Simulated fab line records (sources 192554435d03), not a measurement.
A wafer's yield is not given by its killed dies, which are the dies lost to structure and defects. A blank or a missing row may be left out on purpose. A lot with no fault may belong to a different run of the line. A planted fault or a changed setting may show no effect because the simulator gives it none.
A lot that was struck, set against a sound lot || flow n5 finfet || 39 steps out of a route of 1938
Sound: the wafers L409.1, L409.2, L409.4. The struck wafers were L411.1, L411.4, L411.5. The cause is given at the end.
For every step that has rows: the tool of each side, followed by ch and its chambers, followed by its first start. Under that, the readings that differ: sound wafers || struck wafers || difference of the means || sigmas: that difference in standard deviations of wafers without a fault.
alike: readings whose means differ by less than 2 such deviations, and words and numbers that are the same on both sides. not compared: withheld readings, readings that some wafer has no value for, bounds like >300 that may hide the same value, and numbers for which the record gives no deviation and whose values overlap.
A row with sigmas, a row that says differs or no value, or rows on one side alone: a step with any of these is where the two part. Numbers that have no deviation but don't overlap get no sigmas and don't part them. A reading that every wafer of one side lacks parts them only if that side has two wafers or more.

first, 9 steps without rows for these wafers: N5_HKMG_FIN_PEB_10 (peb time 60 s); N5_HKMG_FIN_DEVELOP_11 (develop time 30 s); N5_HKMG_FIN_DESCUM_17 (chemistry O2, time 7.9 s); N5_HKMG_FIN_ETCH_31 (etches SiARC in CF4, target depth 45.5 nm, time 75.8 s); N5_HKMG_FIN_ETCH_32 (etches SOC in N2/H2, target depth 240 nm, time 300 s); N5_HKMG_FIN_STRIP_33 (strips in N2/H2); N5_HKMG_FIN_STRIP_34 (strips in CF4); N5_HKMG_FIN_ETCH_35 (etches SOC in N2/H2, target depth 215.8 nm, time 243.4 s); N5_HKMG_FIN_STRIP_92 (strips SOC in N2/H2, time 20 s).
N5_HKMG_FIN_WET_ETCH_18: etches TiN in SC1, time 55 s, target depth 5.2 nm, rinse time 30 s.
  sound on wet bench-01 ch 0,3,4, day 4 23:07; struck on wet bench-01 ch 1,2,5, day 5 15:43
  alike: diw flow mL min
then, 27 steps without rows for these wafers: N5_HKMG_FIN_STRIP_19 (strips in N2/H2, time 360 s); N5_HKMG_FIN_ALD_91 (deposits TiN, target thk 1 nm, pulse time 1 s, purge time 3 s); N5_HKMG_FIN_COAT_85 (time 60 s, resist thk 300 nm); N5_HKMG_FIN_ETCH_86 (etches SOC in N2/H2, stops on TiN, target depth 393.2 nm); N5_HKMG_FIN_STRIP_89 (strips SOC in N2/H2, time 20 s); N5_HKMG_FIN_WET_ETCH_87 (etches TiN in SC1, time 154.2 s, target depth 4.7 nm, rinse time 30 s); N5_HKMG_FIN_STRIP_88 (strips in N2/H2, time 360 s); N5_HKMG_FIN_NWFM_ALD_20 (deposits TiAlC, target thk 2 nm, pulse time 3 s, purge time 2 s); N5_HKMG_FIN_ALD_71 (deposits TiN, target thk 1 nm, pulse time 1 s, purge time 3 s); N5_HKMG_FIN_COAT_66 (time 60 s, resist thk 300 nm); N5_HKMG_FIN_ETCH_67 (etches SOC in N2/H2, stops on TiN, target depth 388.9 nm); N5_HKMG_FIN_STRIP_90 (strips SOC in N2/H2, time 20 s); N5_HKMG_FIN_WET_ETCH_73 (etches the open film in SC1, time 42.3 s, target depth 1.3 nm, rinse time 30 s); N5_HKMG_FIN_ETCHBACK_68 (etches the open film in Cl2/Ar, stops on HfO2, target depth 0.5 nm); N5_HKMG_FIN_STRIP_69 (strips in N2/H2, time 360 s); N5_HKMG_FIN_ALD_21 (deposits TiN, target thk 1.5 nm, pulse time 1 s, purge time 3 s); N5_HKMG_FIN_ALD_72 (deposits W, target thk 2 nm, pulse time 1 s, purge time 2 s); N5_HKMG_FIN_W_FILL_22 (material W, target thk 60 nm, time 18.2 s); N5_HKMG_FIN_PRECLEAN_83 (cleans in DIW, time 57.5 s); N5_HKMG_FIN_SRD_84 (dry time 32 s); N5_HKMG_FIN_CMP_23 (polishes, stops on SiNx, t overpolish 10 s, target thk 46.326 nm); N5_HKMG_FIN_CMP_94 (polishes, stops on SiNx, t overpolish 4.7 s, target thk 43.299 nm); N5_GATE_CUT_ETCHBACK_00 (etches W in SF6/Cl2); N5_GATE_CUT_ETCH_56 (etches TiN in Cl2/Ar, target depth 21.6 nm); N5_GATE_CUT_ETCHBACK_30 (etches TiN in Cl2/Ar, target depth 3 nm); N5_GATE_CUT_VAPOR_ETCH_60 (etches HfO2 in BCl3/Cl2); N5_GATE_CUT_ETCH_58 (etches SiNx in CH3F/O2, target depth 17 nm, time 128.6 s).
-- a jump in the record: the struck wafers' starts before and after are 4 days apart (it breaks off in module GATE_CUT and resumes in module BEOL_M4, where the first step shown is number 1111 of the route) --
N5_BEOL_M4_RC_MEAS_101:
  sound on prober-01 ch 0, day 8 23:10; struck on prober-02 ch 0, day 9 17:20
{"reading": "IOFF_N (nA/um)", "sound": "0.13 0.18 0.27", "struck": "0.06 0.07 0.04", "difference": -0.14, "sigmas": -4}
{"reading": "IOFF_N_85C (nA/um)", "sound": "2.7 3.4 4.8", "struck": "1.3 1.6 1.0", "difference": -2.3, "sigmas": -4}
{"reading": "IOFF_N_LIN (nA/um)", "sound": "0.062 0.080 0.107", "struck": "0.027 0.033 0.021", "difference": -0.056, "sigmas": -4}
{"reading": "IOFF_N_LONG (nA/um)", "sound": "6.15e-05 6e-05 6.05e-05", "struck": "3.16e-05 3.33e-05 3.2e-05", "difference": -2.84e-05, "sigmas": -10}
{"reading": "ION_N (uA/um)", "sound": "675 687 704", "struck": "614 632 607", "difference": -71, "sigmas": -6}
{"reading": "VT_N (mV)", "sound": "252 251 243", "struck": "274 277 281", "difference": "+29", "sigmas": "+8"}
{"reading": "VT_N_LONG (mV)", "sound": "273.0 273.4 274.9", "struck": "299.1 302.5 304.1", "difference": "+28.1", "sigmas": "+13"}
{"reading": "VT_N_LVT (mV)", "sound": "102 97 90", "struck": "128 125 131", "difference": "+32", "sigmas": "+10"}
  alike: DIBL_N, DIBL_P, IOFF_P, ION_P, SS_N, SS_P, VT_P
-- a jump in the record: the struck wafers' starts before and after are 5 days apart (it breaks off in module BEOL_M4 and resumes in module PASSIVATION, where the first step shown is number 1936 of the route) --
N5_PASSIVATION_PROBE_49:
  struck on prober-01, day 14 08:19; sound on prober-01, day 13 06:46
{"reading": "sort_bin_8_speed (%)", "sound": "0 0 0", "struck": "53.98 6.36 85.17", "difference": "+48.50", "sigmas": "+99 or more"}
{"reading": "sort n pass", "sound": "1087 1033 1065", "struck": "423 991 42", "difference": -576, "sigmas": -34}
{"reading": "sort yield pct (%)", "sound": "92.1 87.5 90.3", "struck": "35.8 84.0 3.6", "difference": -48.8, "sigmas": -35}
  alike: defect limited yield, killed_at_M0_to_M3, killed_at_M4_up, killed at contacts, killed at front end, killed at other, killed dies, killed open, killed short, sort_bin_5_function, sort_bin_6_memory

## WHERE THEY PART
At N5_BEOL_M4_RC_MEAS_101 first; at N5_PASSIVATION_PROBE_49 last (within this record only).

WHY: what had been put in by the simulator
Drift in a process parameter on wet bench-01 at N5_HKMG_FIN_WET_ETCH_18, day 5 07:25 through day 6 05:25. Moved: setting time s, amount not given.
